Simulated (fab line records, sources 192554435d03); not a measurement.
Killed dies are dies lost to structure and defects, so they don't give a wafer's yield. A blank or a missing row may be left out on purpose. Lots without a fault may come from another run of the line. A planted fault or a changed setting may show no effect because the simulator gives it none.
Chamber matching | flow n5_finfet | N5_BEOL_M0_SAQP_STRIP_86 on rie_diel-04: 4 sister chambers
The step strips in N2/H2. 4 wafers are shown with their chamber, then 7 later ones without.

WAFERS WITH THEIR CHAMBER
wafer  | chamber | throttle_valve_pct (%)
L082.1 | 2       | 18.7
L084.5 | 1       | 18.3
L085.2 | 0       | 19.3
L085.4 | 3       | 19.2

WAFERS WITHOUT THEIR CHAMBER
wafer  | throttle_valve_pct (%)
L085.5 | 19.3
L093.1 | 19.4
L093.4 | 19.3
L093.6 | 18.3
L095.3 | 19.3
L095.5 | 18.7
L095.6 | 18.3

WHICH CHAMBER EACH WENT THROUGH
wafer  | from the rows above | in truth
L085.5 | 0                   | 0
L093.1 | 0                   | 0
L093.4 | 0                   | 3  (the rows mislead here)
L093.6 | 1                   | 1
L095.3 | 0                   | 0
L095.5 | 2                   | 2
L095.6 | 1                   | 1
Placed correctly: 6 of 7. Can't be placed from these rows: 0. Placed wrongly: 1.
How it was worked out, from the rows above alone: a wafer's distance from a chamber is the root of the sum, over the readings, of the square of ((its reading less the chamber's mean) divided by the reading's scatter). The wafer belongs to the nearest chamber; if the next one is less than 2 further off, it can't be placed. A chamber's mean is the mean of its shown wafers. The scatter: with one shown wafer a chamber, the root of the mean of the squares of how far each hidden wafer lies from its nearest shown one.
